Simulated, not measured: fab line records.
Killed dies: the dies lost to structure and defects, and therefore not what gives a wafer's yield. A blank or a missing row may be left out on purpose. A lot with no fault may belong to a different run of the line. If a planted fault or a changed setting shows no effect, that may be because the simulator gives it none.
The tool behind it: which one? + flow n5-finfet + Sampling: 7 lots, 21 wafers, 3 of 1938 route steps

== WHAT EACH GAUGE READ, for each wafer ==
N5_BEOL_M9_CD_MEAS_18: pitch 140 nm, target cd 70 nm.
| lot  | measured     | on        | cd-nm (nm)     |
|------|--------------|-----------|----------------|
| L813 | day 10 23:16 | cd-sem-03 | 70.8 69.3 69.4 |
| L814 | day 11 11:23 | cd-sem-03 | 68.7 69.5 69.5 |
| L818 | day 12 09:34 | cd-sem-02 | 69.8 69.4 68.8 |
| L819 | day 12 16:19 | cd-sem-03 | 70.5 69.9 70.6 |
| L825 | day 13 19:29 | cd-sem-02 | 69.9 71.4 69.6 |
| L828 | day 14 20:06 | cd-sem-03 | - - -          |
| L833 | day 16 09:07 | cd-sem-02 | 71.7 70.7 71.2 |

== WHAT TOOL EACH LOT RAN ON (gives the tool, then ch and the chambers of the sampled wafers, and finally the start) ==
| lot  | N5_BEOL_M8_CURE_75            | N5_BEOL_M9_HM_OPEN_17             |
|------|-------------------------------|-----------------------------------|
| L813 | uv-cure-02 ch 2, day 10 14:07 | rie-metal-01 ch 0,1, day 10 23:05 |
| L814 | uv-cure-03 ch 2, day 11 04:27 | rie-metal-03 ch 0,1, day 11 11:13 |
| L818 | uv-cure-03 ch 1, day 12 02:07 | rie-metal-02 ch 0,1, day 12 09:22 |
| L819 | uv-cure-03 ch 1, day 12 09:07 | rie-metal-01 ch 0,1, day 12 16:08 |
| L825 | uv-cure-01 ch 1, day 13 13:37 | rie-metal-01 ch 0,1, day 13 19:18 |
| L828 | uv-cure-03 ch 1, day 14 13:49 | rie-metal-02 ch 0,1, day 14 19:55 |
| L833 | uv-cure-03 ch 1, day 16 03:08 | rie-metal-03 ch 1, day 16 08:56   |
- N5_BEOL_M8_CURE_75: cures SiCOH lowk, time 120 s.
- N5_BEOL_M9_HM_OPEN_17: chemistry Cl2/BCl3, target TiN, target depth 20 nm, overetch 6 nm.

== THE ANSWER, worked out from the rows above alone ==
Rule: usual is defined by the lots themselves. Put in order of their means at a reading, lots are off if they are a third of the lots or fewer, leave a main group of 4 or more, and stand apart from it by a gap of 3 or more times the standard deviation of the main group's means; of several such gaps the widest counts. If all means in a main group match to the digits the tables above print for the reading, that group is not used. Also off: a lot with no number at a reading for which 4 or more lots have one. Any other lot the step has rows for is counted as sound.
Off: L828 (N5_BEOL_M9_CD_MEAS_18, cd-nm). Without a number there: L828. For the main group the mean is 70.0 nm and the standard deviation 0.67.
If a tool, at a process step before that reading, ran all the lots that are off and no sound lot after the first of them, it fits. The gauges at N5_BEOL_M9_CD_MEAS_18 are tried like those tools. 2 tools fit, rie-metal-02 at N5_BEOL_M9_HM_OPEN_17 and cd-sem-03 at N5_BEOL_M9_CD_MEAS_18, so this cannot tell which one it is.

== WHAT WAS PUT IN BY THE SIMULATOR ==
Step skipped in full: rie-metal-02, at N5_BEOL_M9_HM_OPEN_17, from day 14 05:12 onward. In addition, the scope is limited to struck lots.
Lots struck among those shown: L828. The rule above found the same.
